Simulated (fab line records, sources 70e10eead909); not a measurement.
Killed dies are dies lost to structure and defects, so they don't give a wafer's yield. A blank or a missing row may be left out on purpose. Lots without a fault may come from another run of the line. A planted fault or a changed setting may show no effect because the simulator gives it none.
fab line records | flow nand_harc
record lots=22 wafers=66 last_day=33
route steps=1302 shown A_CHANNEL_HOLE_D1@484 A_CHANNEL_FILL_D1@493 A_CHANNEL_HOLE_D2@598 A_STAIRCASE@671
lots that met no fault: from a run of the same line without faults
start_h: hours from the record's first day to the start of the lot's first wafer shown | wait_h: hours since the lot's step before | " the same as in the row above | L1.1+2: a row that stands for several wafers | - no value, or no start given | * or withheld: withheld | < > ~ a bound
route shown NAME@n: a module of which the file shows steps, and the number in the route of the first | usual: mean/standard deviation of fault-free wafers | same: alike in all rows | chamber/n: place in a boat | sites: the reading at each site | _std_site: their standard deviation | _edge_site: outer sites' mean less inner sites' | radius_mm: how far each site lies from the wafer's centre | mask NAME#n: copy n | behind: the tool/chamber that last shaped the wafer | hold: why the lot was held/for how many hours/how that ended | device: the transistor (n, p or np) that didn't switch | end of line: the same wafers' tests at the end of the route | a step without rows: its recipe alone | killed: dies lost to structure and defects at the first sort, not the wafer's yield | map: a wafer's dies, x killed, . not, _ none there
set.NAME: the setting as run; set.NAME@STEP: as run at that earlier step | model.NAME: the simulator's own value behind a step, which no gauge read
steps of the route over a sample of lots; a table a step, a row a wafer
services: from which hour (start_h, from the record's first day; less than 0 if before it) a tool's chamber was out of use, for how many hours, and why
## steps
# step NHARC_A_CHANNEL_HOLE_D1_STRIP_27
# recipe o2_flow_sccm=500 ar_flow_sccm=0 bias_w=0 chemistry=O2
# usual drypump_motor_current_A=5.67/0.28 oes_product_au=0.998/0.01 rf_vpp_V=58.0/0.93 showerhead_plenum_p_Torr=3.64/0.11 throttle_valve_pct=17.036/0.0095
# same bias_w=0
# columns lot.wafer tool chamber start_h wait_h drypump_motor_current_A oes_product_au rf_hours_counter_h rf_vpp_V showerhead_plenum_p_Torr throttle_valve_pct
L074.1 rie_diel-09 2 - - 6.34 0.999 13 58.4 3.70 17.041
L074.3 " 1 " " 5.49 1.000 13 58.3 3.61 17.026
L074.6 " 2 " " 6.34 1.001 - 56.9 3.70 17.022
L075.4 rie_diel-11 0 - - 5.66 0.990 8 57.1 3.54 17.017
L075.1 " 3 " " 5.80 0.987 8 58.4 3.76 17.026
L075.5 " 1 " " 5.58 1.003 - 58.5 3.77 17.043
L076.4 rie_diel-09 1 - - 5.50 1.012 19 57.8 3.61 17.040
L076.1 " 3 " " 4.95 1.013 18 58.4 3.43 17.036
L076.5 " 0 " " 6.24 1.006 - 57.9 3.80 17.040
L077.4 rie_diel-11 3 - - 5.82 0.989 9 57.4 3.76 17.022
L077.3 " 1 " " 5.57 0.996 9 57.9 3.77 17.037
L077.6 " 3 " " 5.80 0.969 - 57.7 3.76 17.035
L078.3 rie_diel-11 2 - - 5.34 0.997 9 57.0 3.57 17.041
L078.2 " 3 " " 5.81 0.967 9 58.6 3.76 17.048
L078.5 " 0 " " 5.66 1.001 - 58.0 3.54 17.035
L079.3 rie_diel-09 3 - - 4.96 0.997 28 57.2 3.42 17.041
L079.1 " 0 " " 6.21 1.011 32 58.5 3.79 17.043
L079.6 " 3 " " 4.99 0.997 - 56.0 3.42 17.036
L080.1 rie_diel-11 1 - - 5.57 1.011 13 58.4 3.77 17.031
L080.6 " 1 " " 5.58 1.007 - 57.1 3.77 17.042
L080.4 " 0 " " 5.69 0.993 - 57.3 3.54 17.036
L081.2 rie_diel-13 1 - - 5.94 1.006 25 58.1 3.64 17.038
L081.4 " 2 " " 5.78 1.001 24 57.2 3.43 17.035
L081.6 " 1 " " 5.90 1.002 - 58.5 3.64 17.036
L083.3 rie_diel-11 2 - - 5.35 1.003 2 58.9 3.57 17.034
L083.1 " 3 " " 5.84 0.999 2 58.6 3.76 17.031
L083.5 " 1 " " 5.57 1.002 - 59.4 3.77 17.036
L084.2 rie_diel-13 0 - - 5.85 1.002 34 58.0 3.66 17.037
L084.5 " 3 " " 5.94 1.023 - 58.5 3.58 17.043
L084.4 " 0 " " 5.84 0.996 - 59.7 3.66 17.042
L086.3 rie_diel-11 3 - - 5.82 0.988 2 59.3 3.76 17.037
L086.2 " 0 " " 5.68 0.983 3 57.7 3.54 17.042
L086.6 " 0 " " 5.66 0.986 - 57.6 3.54 17.028
L085.3 rie_diel-11 0 - - 5.67 0.996 3 58.0 3.54 17.035
L085.2 " 1 " " 5.57 1.012 3 59.9 3.76 17.036
L085.1 " 3 " " 5.81 0.997 2 60.2 3.76 17.043
L089.1 rie_diel-11 1 - - 5.56 0.995 6 58.3 3.76 17.023
L089.4 " 2 " " 5.36 0.997 6 58.1 3.56 17.024
L089.6 " 0 " " 5.69 0.987 - 58.2 3.54 17.043
L088.4 rie_diel-11 2 - - 5.34 1.000 6 58.3 3.56 17.053
L088.1 " 0 " " 5.67 0.993 6 57.9 3.54 17.030
L088.5 " 3 " " 5.80 0.983 - 57.5 3.76 17.029
L091.3 rie_diel-09 0 - - 6.19 1.000 8 57.2 3.77 17.037
L091.2 " 2 " " 6.38 1.008 12 57.9 3.67 17.059
L091.6 " 0 " " 6.21 1.002 - 59.7 3.77 17.036
L090.1 rie_diel-11 3 - - 5.79 0.979 7 57.6 3.76 17.018
L090.6 " 3 " " 5.82 0.991 - 58.6 3.76 17.056
L090.5 " 0 " " 5.69 0.984 - 57.3 3.53 17.035
L092.4 rie_diel-11 1 - - 5.56 1.000 11 57.0 3.76 17.029
L092.5 " 3 " " 5.80 0.978 - 60.1 3.76 17.031
L092.6 " 0 " " 5.68 0.993 - 57.8 3.53 17.025
L093.3 rie_diel-13 3 - - 5.93 1.015 8 57.0 3.56 17.025
L093.4 " 3 " " 5.94 1.014 - 59.1 3.56 17.043
L093.6 " 2 " " 5.79 1.000 - 56.3 3.41 17.049
L094.1 rie_diel-11 0 - - 5.67 0.997 12 57.6 3.53 17.024
L094.2 " 3 " " 5.79 0.967 10 59.7 3.76 17.027
L094.4 " 0 " " 5.66 0.996 - 56.3 3.53 17.017
L095.2 rie_diel-11 0 - - 5.68 0.998 13 56.6 3.53 17.055
L095.3 " 2 " " 5.34 1.005 13 56.7 3.56 17.026
L095.6 " 1 " " 5.58 1.008 - 57.1 3.76 17.039
L096.4 rie_diel-11 3 - - 5.80 0.994 12 59.0 3.75 17.029
L096.2 " 0 " " 5.67 0.993 15 58.3 3.53 17.022
L096.5 " 2 " " 5.36 1.003 - 57.7 3.56 17.018
L097.2 rie_diel-11 2 - - 5.32 0.998 15 56.8 3.56 17.045
L097.4 " 3 " " 5.83 0.993 12 57.3 3.75 17.039
L097.5 " 1 " " 5.57 1.005 - 58.5 3.76 17.043
# step NHARC_A_CHANNEL_FILL_D1_ALD_03
# recipe target_thk_a=60 pulse_time_s=60 ald_cycles=58 temp_c=630 pressure_torr=2 material=SiNx
# usual precursor_pulse_height_rel=1.000/0.02
# columns lot.wafer tool chamber start_h wait_h precursor_pulse_height_rel
L074.1 ald_sin_batch-02 0 - - 1.001
L074.3 " 0 " " 0.997
L074.6 " 0 " " 0.983
L075.1 ald_sin_batch-01 0 - - 0.982
L075.4 " 0 " " 0.990
L075.5 " 0 " " 0.981
L076.1 ald_sin_batch-02 0 - - 1.021
L076.4 " 0 " " 1.010
L076.5 " 0 " " 0.987
L077.3 ald_sin_batch-01 0 - - 1.005
L077.4 " 0 " " 1.001
L077.6 " 0 " " 0.997
L078.2 ald_sin_batch-02 0 - - 1.012
L078.3 " 0 " " 1.014
L078.5 " 0 " " 1.012
L079.1 ald_sin_batch-01 0 - - 0.956
L079.3 " 0 " " 0.987
L079.6 " 0 " " 0.953
L080.1 ald_sin_batch-03 0 - - 0.953
L080.4 " 0 " " 0.964
L080.6 " 0 " " 0.986
L081.2 ald_sin_batch-03 0 - - 0.989
L081.4 " 0 " " 1.012
L081.6 " 0 " " 0.981
L083.1 ald_sin_batch-01 0 - - 1.017
L083.3 " 0 " " 1.037
L083.5 " 0 " " 0.993
L084.2 ald_sin_batch-01 0 - - 1.004
L084.4 " 0 " " 0.999
L084.5 " 0 " " 1.001
L085.1 ald_sin_batch-03 0 - - 1.002
L085.2 " 0 " " 0.985
L085.3 " 0 " " 0.992
L086.2 ald_sin_batch-03 0 - - 1.017
L086.3 " 0 " " 0.981
L086.6 " 0 " " 0.992
L089.1 ald_sin_batch-01 0 - - 0.996
L089.4 " 0 " " 1.006
L089.6 " 0 " " 0.997
L088.1 ald_sin_batch-02 0 - - 0.996
L088.4 " 0 " " 0.990
L088.5 " 0 " " 1.024
L091.2 ald_sin_batch-03 0 - - 1.010
L091.3 " 0 " " 0.977
L091.6 " 0 " " 0.998
L090.1 ald_sin_batch-02 0 - - 0.987
L090.5 " 0 " " 1.005
L090.6 " 0 " " 1.011
L092.4 ald_sin_batch-02 0 - - 1.033
L092.5 " 0 " " 1.019
L092.6 " 0 " " 0.999
L093.3 ald_sin_batch-01 0 - - 1.006
L093.4 " 0 " " 0.986
L093.6 " 0 " " 0.983
L094.1 ald_sin_batch-02 0 - - 1.032
L094.2 " 0 " " 1.005
L094.4 " 0 " " 0.982
L095.2 ald_sin_batch-03 0 - - 1.011
L095.3 " 0 " " 0.968
L095.6 " 0 " " 0.986
L096.2 ald_sin_batch-01 0 - - 1.011
L096.4 " 0 " " 0.984
L096.5 " 0 " " 0.995
L097.2 ald_sin_batch-01 0 - - 1.000
L097.4 " 0 " " 1.030
L097.5 " 0 " " 0.965
# step NHARC_A_CHANNEL_FILL_D1_ETCHBACK_19
# recipe target_depth_a=50 time_s=1.7 hbr_flow_sccm=150 cl2_flow_sccm=50 rf_w=400 icp_w=400 bias_w=100 chemistry=HBr/Cl2
# usual bias_w=99.96/0.28 drypump_motor_current_A=5.6/0.57 oes_product_au=1.001/0.0097 rf_fwd_power_W=390.2/1.2 throttle_valve_pct=26.406/0.0093
# columns lot.wafer tool chamber start_h wait_h bias_w drypump_motor_current_A oes_product_au rf_fwd_power_W rf_hours_counter_h throttle_valve_pct
L075.1 rie_si-02 3 218.87 0.4 99.35 6.3 0.993 388.6 0.6 26.408
L075.4 " 0 " " 99.95 5.0 1.013 391.8 0.8 26.410
L075.5 " 3 " " 100.00 6.3 0.994 388.9 - 26.408
L074.1 rie_si-03 1 218.87 0.4 100.24 6.5 1.005 390.9 1.2 26.402
L074.3 " 0 " " 100.40 4.8 0.987 393.2 1.1 26.405
L074.6 " 1 " " 99.88 6.4 1.004 390.3 - 26.388
L076.4 rie_si-02 2 232.32 0.4 99.50 5.7 1.014 386.6 0.7 26.397
L076.1 " 3 " " 99.81 6.3 1.004 388.1 0.7 26.395
L076.5 " 0 " " 100.15 5.1 0.999 391.8 - 26.401
L077.4 rie_si-01 2 239.17 0.4 99.67 6.3 1.006 389.9 0.3 26.395
L077.3 " 3 " " 99.76 5.0 0.998 390.7 0.2 26.416
L077.6 " 1 " " 100.11 6.4 1.011 390.9 - 26.397
L078.3 rie_si-02 2 244.55 0.4 99.83 5.7 1.018 391.2 0.7 26.401
L078.2 " 0 " " 100.06 5.0 1.014 389.5 0.9 26.416
L078.5 " 2 " " 99.86 5.7 1.017 389.3 - 26.398
L079.1 rie_si-02 1 258.94 0.4 99.87 5.1 1.002 392.4 0.9 26.404
L079.3 " 2 " " 99.85 5.7 1.017 390.0 0.8 26.406
L079.6 " 0 " " 99.12 5.0 1.024 392.0 - 26.424
L080.4 rie_si-02 3 271.34 0.4 100.15 6.3 1.006 390.8 0.9 26.417
L080.1 " 0 " " 100.20 5.0 1.007 391.8 1.0 26.415
L080.6 " 3 " " 99.83 6.3 1.015 389.8 - 26.402
L081.4 rie_si-02 2 287.40 0.4 99.80 5.7 1.002 390.1 0 26.396
L081.2 " 3 " " 100.02 6.3 1.011 389.7 0 26.396
L081.6 " 3 " " 99.95 6.3 1.003 389.8 - 26.408
L083.3 rie_si-02 1 312.73 0.4 100.29 5.0 1.000 390.3 0.1 26.389
L083.1 " 2 " " 100.55 5.7 0.989 389.1 0.1 26.421
L083.5 " 0 " " 99.91 5.0 0.993 390.7 - 26.420
L084.4 rie_si-01 1 312.75 0.4 100.44 6.4 1.005 390.5 0.7 26.422
L084.2 " 2 " " 100.33 6.3 1.003 388.3 0.8 26.405
L084.5 " 0 " " 99.95 5.7 1.012 392.0 - 26.406
L085.2 rie_si-02 0 331.12 0.4 99.85 5.0 1.001 390.3 0.3 26.417
L085.1 " 1 " " 100.04 5.1 0.998 389.8 0.2 26.417
L085.3 " 2 " " 100.29 5.7 0.996 389.9 0.3 26.416
L086.3 rie_si-03 1 331.14 0.4 99.65 6.4 1.009 393.2 0.7 26.396
L086.2 " 2 " " 100.62 5.9 0.996 389.4 0.7 26.399
L086.6 " 1 " " 99.79 6.5 1.002 390.5 - 26.408
L089.1 rie_si-03 3 359.38 0.4 99.90 5.5 1.011 387.5 0.8 26.392
L089.4 " 1 " " 100.17 6.5 0.992 390.5 0.8 26.402
L089.6 " 2 " " 99.85 5.9 1.000 390.1 - 26.400
L088.1 rie_si-01 3 366.78 0.4 100.28 5.0 0.998 392.5 1.0 26.408
L088.4 " 0 " " 99.87 5.7 1.008 393.0 - 26.404
L088.5 " 3 " " 99.93 5.0 0.999 390.8 - 26.413
L091.3 rie_si-01 0 379.91 0.4 100.16 5.7 1.005 388.9 0 26.410
L091.2 " 3 " " 99.36 5.0 1.014 389.9 0 26.408
L091.6 " 2 " " 100.04 6.2 0.989 391.8 - 26.422
L090.1 rie_si-01 2 387.18 0.4 99.96 6.2 0.996 390.5 0.0 26.405
L090.6 " 2 " " 100.06 6.2 1.000 389.6 - 26.409
L090.5 " 3 " " 99.99 5.0 1.018 390.1 - 26.405
L093.3 rie_si-02 3 392.53 0.4 100.05 6.3 1.006 389.5 0.8 26.405
L093.4 " 0 " " 99.86 5.0 1.003 390.5 0.8 26.404
L093.6 " 2 " " 100.05 5.7 0.993 388.3 - 26.412
L092.4 rie_si-03 1 392.53 0.4 100.05 6.4 1.010 390.2 1.0 26.405
L092.5 " 0 " " 99.38 4.8 0.997 391.5 - 26.402
L092.6 " 1 " " 99.88 6.4 1.008 389.8 - 26.404
L094.1 rie_si-01 2 415.04 0.4 100.34 6.2 0.996 389.4 0.3 26.402
L094.4 " 3 " " 99.68 5.0 1.014 390.0 0.2 26.398
L094.2 " 0 " " 100.23 5.7 1.013 390.2 0.2 26.417
L095.3 rie_si-02 1 425.07 0.4 100.22 5.0 0.997 391.7 0.8 26.411
L095.2 " 3 " " 100.43 6.3 1.010 388.8 1.0 26.410
L095.6 " 0 " " 99.39 5.1 0.990 389.3 - 26.413
L097.2 rie_si-02 3 433.69 0.4 99.97 6.3 1.010 390.0 1.0 26.400
L097.4 " 0 " " 100.17 5.1 0.999 388.3 0.9 26.405
L097.5 " 3 " " 99.39 6.3 1.011 389.6 - 26.394
L096.2 rie_si-03 0 433.69 0.4 99.59 4.9 0.981 389.5 0.2 26.416
L096.4 " 2 " " 99.69 6.0 0.989 390.4 0.2 26.396
L096.5 " 1 " " 100.02 6.4 0.990 388.9 - 26.400
# step NHARC_A_CHANNEL_HOLE_D2_ETCH_26
# recipe bias_v=300 source_w=2000 pressure_mtorr=30 time_s=224.1 ar_flow_sccm=375 c4f8_flow_sccm=11.4 o2_flow_sccm=113.6 temp_c=-20 target_depth_a=3000 chemistry=C4F8/O2/Ar
# usual drypump_motor_current_A=5.6/0.56 rf_fwd_power_W=1992/3.4 showerhead_plenum_p_Torr=3.69/0.14 throttle_valve_pct=24.584/0.0098
# columns lot.wafer tool chamber start_h wait_h drypump_motor_current_A rf_fwd_power_W rf_hours_counter_h showerhead_plenum_p_Torr throttle_valve_pct
L074.1 har_etch-01 1 295.39 0.7 5.7 - 141 3.60 24.581
L074.3 " 1 " " 5.7 - - 3.60 24.592
L074.6 " 1 " " 5.7 - - 3.60 24.579
L075.1 har_etch-02 1 296.72 0.6 6.0 - 374 3.70 24.604
L075.4 " 0 " " 6.1 - - 3.43 24.593
L075.5 " 0 " " 6.1 - - 3.43 24.576
L076.1 har_etch-01 1 311.46 0.7 5.7 - 149 3.60 24.567
L076.4 " 0 " " 4.7 - - 3.75 24.575
L076.5 " 0 " " 4.7 - - 3.75 24.590
L077.4 har_etch-02 1 319.59 0.5 6.0 - - 3.70 24.588
L077.3 " 0 " " 6.1 - - 3.43 24.600
L077.6 " 1 " " 6.0 - - 3.70 24.592
L078.2 har_etch-01 0 325.61 0.7 4.7 - 153 3.75 24.571
L078.3 " 1 " " 5.7 - - 3.59 24.571
L078.5 " 1 " " 5.7 - - 3.59 24.582
L079.1 har_etch-02 1 349.40 1.5 6.0 1990 404 3.69 24.582
L079.3 " 1 " " 6.0 1997 - 3.69 24.598
L079.6 " 1 " " 6.0 1988 - 3.69 24.600
L080.1 har_etch-02 1 362.29 0.6 6.0 - 416 3.68 24.593
L080.4 " 1 " " 6.0 - - 3.68 24.569
L080.6 " 0 " " 6.1 - - 3.99 24.597
L081.2 har_etch-01 1 370.05 0.7 5.7 - 187 3.58 24.594
L081.4 " 1 " " 5.7 - - 3.58 24.572
L081.6 " 1 " " 5.7 - - 3.58 24.587
L084.2 har_etch-02 1 403.10 0.7 6.0 - 4 3.67 24.586
L084.4 " 0 " " 6.1 - - 3.98 24.598
L084.5 " 0 " " 6.1 - - 3.98 24.578
L083.1 har_etch-01 1 403.27 0.6 5.7 - 206 3.56 24.596
L083.3 " 1 " " 5.7 - - 3.56 24.587
L083.5 " 1 " " 5.7 - - 3.56 24.594
L085.1 har_etch-02 0 411.43 0.7 6.1 - 11 3.98 24.582
L085.2 " 1 " " 6.0 - 11 3.67 24.589
L085.3 " 1 " " 6.0 - - 3.67 24.582
L086.2 har_etch-01 1 411.64 0.6 5.7 - 214 3.56 24.579
L086.3 " 1 " " 5.7 - - 3.56 24.575
L086.6 " 1 " " 5.7 - - 3.56 24.584
L089.1 har_etch-01 1 442.80 0.7 5.7 - 229 3.55 24.574
L089.4 " 1 " " 5.7 - - 3.55 24.574
L089.6 " 0 " " 4.7 - - 3.70 24.582
L088.1 har_etch-02 0 450.29 0.7 6.1 - 34 3.96 24.578
L088.4 " 0 " " 6.1 - - 3.96 24.572
L088.5 " 0 " " 6.1 - - 3.96 24.578
L091.2 har_etch-01 1 461.75 0.6 5.7 - 241 3.55 24.575
L091.3 " 0 " " 4.7 - - 3.70 24.584
L091.6 " 1 " " 5.7 - - 3.55 24.589
L090.1 har_etch-01 0 468.24 0.6 4.7 - 245 3.69 24.574
L090.5 " 1 " " 5.7 - - 3.54 24.582
L090.6 " 0 " " 4.7 - - 3.69 24.583
L093.3 har_etch-01 0 476.32 0.5 4.7 - - 3.69 24.582
L093.4 " 1 " " 5.7 - - 3.54 24.597
L093.6 " 1 " " 5.7 - - 3.54 24.581
L092.4 har_etch-02 1 480.41 0.5 6.0 - - 3.65 24.588
L092.6 " 1 " " 6.0 - - 3.65 24.570
L092.5 " 0 " " 6.1 - - 3.95 24.590
L094.2 har_etch-01 1 501.87 0.7 5.7 - 267 3.53 24.580
L094.1 " 0 " " 4.7 - 267 3.68 24.573
L094.4 " 0 " " 4.7 - - 3.68 24.589
L095.2 har_etch-02 0 508.18 0.7 6.1 - 65 3.95 24.591
L095.3 " 1 " " 6.0 - - 3.64 24.594
L095.6 " 0 " " 6.1 - - 3.95 24.589
L097.2 har_etch-02 1 516.51 0.6 6.0 - 72 3.63 24.577
L097.4 " 1 " " 6.0 - - 3.63 24.577
L097.5 " 1 " " 6.0 - - 3.63 24.582
L096.2 har_etch-01 0 520.14 0.7 4.7 - 279 3.68 24.598
L096.4 " 1 " " 5.7 - - 3.52 24.566
L096.5 " 1 " " 5.7 - - 3.52 24.583
# step NHARC_A_STAIRCASE_ETCH_15
# recipe target_depth_a=1000 time_s=40.5 ion_energy_ev=400 c4f8_flow_sccm=20 o2_flow_sccm=10 ar_flow_sccm=withheld rf_w=600 bias_w=1000 chemistry=C4F8/O2
# usual bias_w=999.9/2.9 oes_product_au=0.943/0.012 rf_fwd_power_W=592/3.2 rf_vpp_V=897/4.8
# columns lot.wafer tool chamber start_h wait_h bias_w oes_product_au rf_fwd_power_W rf_hours_counter_h rf_vpp_V
L074.1 rie_diel-13 0 - - 997.1 0.925 588 1 900
L074.3 " 3 " " 996.7 0.938 595 1 897
L074.6 " 2 " " 1003.5 0.935 591 - 892
L075.4 rie_diel-09 1 - - 1003.9 0.929 586 9 897
L075.1 " 0 " " 1001.9 0.927 599 8 905
L075.5 " 2 " " 996.3 0.925 594 - 901
L077.3 rie_diel-09 2 - - 1001.8 0.947 592 19 901
L077.4 " 3 " " 1002.9 0.954 594 17 891
L077.6 " 3 " " 997.5 0.951 594 - 893
L076.1 rie_diel-13 3 - - 998.8 0.950 597 11 897
L076.5 " 2 " " 1002.4 0.938 589 - 892
L076.4 " 3 " " 1004.6 0.942 592 - 897
L078.2 rie_diel-09 3 - - 1001.5 0.943 597 20 891
L078.3 " 1 " " 1002.6 0.953 592 21 898
L078.5 " 3 " " 996.7 0.940 596 - 891
L079.1 rie_diel-02 2 - - 997.2 0.958 585 1 905
L079.3 " 3 " " 1006.4 0.950 594 2 897
L079.6 " 2 " " 995.3 0.962 585 - 905
L080.4 rie_diel-13 2 - - 1001.7 0.946 589 27 893
L080.1 " 1 " " 1004.8 0.937 595 11 899
L080.6 " 2 " " 1005.6 0.948 592 - 891
L081.4 rie_diel-13 3 - - 1002.6 0.948 594 36 896
L081.2 " 0 " " 996.8 0.940 590 34 900
L081.6 " 3 " " 1000.2 0.949 591 - 897
L084.4 rie_diel-13 2 - - 999.8 0.941 591 38 892
L084.2 " 3 " " 1000.4 0.932 593 43 898
L084.5 " 0 " " 999.5 0.924 591 - 897
L083.3 rie_diel-09 3 - - 1005.6 0.935 598 49 891
L083.1 " 0 " " 999.5 0.944 595 45 904
L083.5 " 3 " " 1004.4 0.945 599 - 892
L085.2 rie_diel-13 2 - - 1005.5 0.964 593 41 890
L085.1 " 3 " " 1002.7 0.951 592 46 896
L085.3 " 0 " " 1001.9 0.932 591 43 900
L086.2 rie_diel-02 0 - - 1000.4 0.935 589 20 889
L086.3 " 2 " " 999.8 0.950 587 22 905
L086.6 " 1 " " 993.6 0.924 592 - 900
L089.1 rie_diel-02 0 - - 996.8 0.932 592 26 889
L089.4 " 1 " " 1005.4 0.929 596 24 900
L089.6 " 0 " " 998.0 0.946 591 - 889
L088.1 rie_diel-13 0 - - 998.3 0.932 588 57 901
L088.4 " 2 " " 1000.3 0.960 591 57 891
L088.5 " 0 " " 997.4 0.945 585 - 899
L091.3 rie_diel-02 0 - - 999.5 0.935 590 35 889
L091.2 " 1 " " 1002.5 0.928 595 31 900
L091.6 " 2 " " 999.2 0.958 589 - 905
L093.3 rie_diel-09 3 - - 998.3 0.956 595 7 890
L093.4 " 0 " " 1000.5 0.944 595 6 903
L093.6 " 2 " " 997.3 0.949 592 - 899
L090.1 rie_diel-13 2 - - 997.7 0.953 592 0 891
L090.6 " 3 " " 999.6 0.958 597 - 896
L090.5 " 0 " " 1001.1 0.942 591 - 898
L092.4 rie_diel-02 3 - - 997.7 0.927 593 48 895
L092.6 " 3 " " 1001.1 0.928 594 - 896
L092.5 " 0 " " 999.8 0.940 593 - 888
L094.2 rie_diel-09 1 - - 1000.0 0.968 586 16 898
L094.1 " 2 " " 1002.6 0.963 592 16 900
L094.4 " 3 " " 1001.6 0.959 596 15 890
L095.3 rie_diel-13 0 - - 1000.3 0.949 591 12 901
L095.2 " 1 " " 996.4 0.971 594 10 898
L095.6 " 3 " " 1004.9 0.943 595 - 897
L096.4 rie_diel-09 3 - - 996.4 0.937 595 24 890
L096.2 " 1 " " 1001.7 0.945 589 25 896
L096.5 " 3 " " 997.9 0.928 594 - 890
L097.2 rie_diel-09 1 - - 999.1 0.939 593 25 894
L097.4 " 3 " " 997.1 0.941 597 24 889
L097.5 " 1 " " 1001.8 0.935 589 - 895
# step NHARC_A_STAIRCASE_TRIM_18
# recipe time_s=211.2 o2_flow_sccm=500 ar_flow_sccm=0 bias_w=0 chemistry=O2
# usual drypump_motor_current_A=5.8/0.39 oes_product_au=1.001/0.01 rf_vpp_V=57.9/0.78 showerhead_plenum_p_Torr=3.57/0.13 throttle_valve_pct=17.037/0.0097
# same bias_w=0
# columns lot.wafer tool chamber start_h wait_h drypump_motor_current_A oes_product_au rf_hours_counter_h rf_vpp_V showerhead_plenum_p_Torr throttle_valve_pct
L075.4 rie_diel-09 0 - - 6.2 0.991 8 58.5 3.77 17.056
L075.1 " 1 " " 5.5 1.003 9 57.3 3.58 17.043
L075.5 " 0 " " 6.2 0.994 - 57.8 3.77 17.030
L074.3 rie_diel-13 3 - - 5.9 1.017 1 58.2 3.56 17.032
L074.1 " 0 " " 5.9 0.986 1 58.0 3.65 17.029
L074.6 " 2 " " 5.8 1.001 - 56.1 3.42 17.036
L077.4 rie_diel-09 2 - - 6.4 1.005 19 57.4 3.67 17.038
L077.3 " 0 " " 6.2 1.006 17 58.4 3.77 17.041
L077.6 " 1 " " 5.5 1.011 - 58.7 3.58 17.030
L076.1 rie_diel-13 2 - - 5.8 0.999 11 58.1 3.41 17.043
L076.4 " 0 " " 5.9 0.992 - 58.7 3.64 17.044
L076.5 " 2 " " 5.8 1.002 - 57.3 3.41 17.041
L078.2 rie_diel-09 3 - - 4.9 1.012 20 57.1 3.40 17.055
L078.3 " 1 " " 5.5 1.006 21 57.8 3.57 17.043
L078.5 " 2 " " 6.4 0.997 - 58.4 3.67 17.037
L079.1 rie_diel-02 1 - - 5.2 0.989 2 58.4 3.66 17.035
L079.3 " 0 " " 6.3 0.997 2 57.9 3.35 17.026
L079.6 " 1 " " 5.2 0.993 - 58.9 3.66 17.045
L080.1 rie_diel-13 2 - - 5.8 0.999 27 57.4 3.40 17.029
L080.4 " 3 " " 5.9 0.998 30 58.1 3.55 17.047
L080.6 " 3 " " 6.0 1.007 - 58.4 3.55 17.045
L081.4 rie_diel-13 2 - - 5.8 1.004 32 57.7 3.40 17.042
L081.2 " 0 " " 5.9 0.987 34 58.0 3.63 17.037
L081.6 " 1 " " 6.0 1.001 - 57.5 3.62 17.044
L084.4 rie_diel-13 0 - - 5.9 1.001 41 57.0 3.63 17.031
L084.2 " 3 " " 5.9 1.004 43 57.9 3.54 17.036
L084.5 " 1 " " 5.9 1.013 - 56.8 3.61 17.043
L083.1 rie_diel-09 2 - - 6.3 1.009 47 57.4 3.65 17.046
L083.3 " 3 " " 5.0 0.993 49 58.2 3.38 17.025
L083.5 " 2 " " 6.3 1.014 - 59.1 3.65 17.031
L085.2 rie_diel-13 1 - - 5.9 1.002 25 57.3 3.61 17.037
L085.1 " 2 " " 5.8 1.007 41 57.9 3.40 17.037
L085.3 " 0 " " 5.9 0.986 43 59.2 3.62 17.044
L086.2 rie_diel-02 1 - - 5.2 0.991 17 57.9 3.65 17.033
L086.3 " 2 " " 5.7 1.019 22 58.6 3.79 17.039
L086.6 " 0 " " 6.3 0.997 - 57.7 3.34 17.043
L089.1 rie_diel-02 3 - - 5.7 0.989 32 58.8 3.54 17.056
L089.4 " 1 " " 5.1 0.984 25 58.3 3.65 17.042
L089.6 " 3 " " 5.7 0.989 - 57.9 3.54 17.040
L088.1 rie_diel-13 1 - - 5.9 0.998 42 57.9 3.60 17.042
L088.4 " 3 " " 5.9 1.007 60 57.4 3.53 17.030
L088.5 " 1 " " 5.9 0.993 - 57.6 3.60 17.040
L091.2 rie_diel-02 1 - - 5.1 0.982 31 57.8 3.65 17.039
L091.3 " 2 " " 5.6 1.007 36 57.4 3.79 17.038
L091.6 " 2 " " 5.7 1.014 - 59.0 3.79 17.037
L093.3 rie_diel-09 0 - - 6.2 0.989 6 58.1 3.74 17.036
L093.4 " 3 " " 5.0 1.006 7 58.6 3.37 17.030
L093.6 " 1 " " 5.5 1.003 - 58.3 3.55 17.037
L090.1 rie_diel-13 0 - - 5.9 1.007 1 59.4 3.62 17.032
L090.5 " 0 " " 5.8 1.006 - 58.1 3.62 17.027
L090.6 " 1 " " 5.9 1.007 - 57.6 3.60 17.047
L092.4 rie_diel-02 1 - - 5.2 0.976 - 57.2 3.64 17.035
L092.6 " 2 " " 5.7 1.006 - 58.1 3.78 17.030
L092.5 " 0 " " 6.3 0.999 - 56.5 3.32 17.040
L094.2 rie_diel-09 1 - - 5.5 1.002 17 57.9 3.55 17.035
L094.4 " 2 " " 6.4 1.014 17 57.2 3.64 17.029
L094.1 " 3 " " 5.0 1.000 15 57.4 3.37 17.039
L095.2 rie_diel-13 2 - - 5.8 1.003 11 56.5 3.38 17.034
L095.3 " 1 " " 5.9 1.004 10 58.0 3.59 17.048
L095.6 " 2 " " 5.8 1.006 - 57.9 3.38 17.028
L096.2 rie_diel-09 2 - - 6.4 1.001 28 56.8 3.63 17.032
L096.4 " 3 " " 5.0 1.011 24 57.0 3.36 17.031
L096.5 " 1 " " 5.5 1.015 - 57.3 3.54 17.036
L097.4 rie_diel-09 2 - - 6.4 1.013 28 57.6 3.63 17.054
L097.2 " 3 " " 5.0 0.989 24 56.0 3.36 17.041
L097.5 " 1 " " 5.5 0.995 - 56.9 3.54 17.036
## services
# columns tool chamber start_h hours kind
rie_diel-11 0 181.97 2.7 repair
rie_diel-09 3 184.09 7.9 repair
rie_diel-11 1 204.07 6.1 repair
rie_diel-11 3 225.47 24.4 repair
rie_diel-09 - 254.12 1.5 repair
rie_diel-11 - 255.50 9.0 pm
rie_diel-09 0 261.94 10.0 repair
rie_diel-13 2 274.74 15.4 repair
rie_diel-13 2 296.18 5.9 repair
rie_diel-09 - 309.09 0.9 repair
rie_diel-09 0 319.99 16.3 repair
rie_diel-09 - 320.44 9.0 pm
rie_diel-09 1 333.54 7.2 repair
rie_diel-11 3 340.13 7.4 repair
rie_diel-13 - 342.08 9.0 pm
rie_diel-13 1 351.99 40.0 repair
rie_diel-09 3 361.40 6.2 repair
rie_diel-13 0 382.44 5.4 repair
rie_diel-09 0 419.70 5.8 repair
rie_diel-09 1 440.37 1.2 repair
rie_diel-13 - 444.72 1.3 repair
rie_diel-09 - 497.45 9.0 pm
rie_diel-13 - 519.58 9.0 pm
rie_diel-13 - 556.80 1.1 repair
## key
fault none
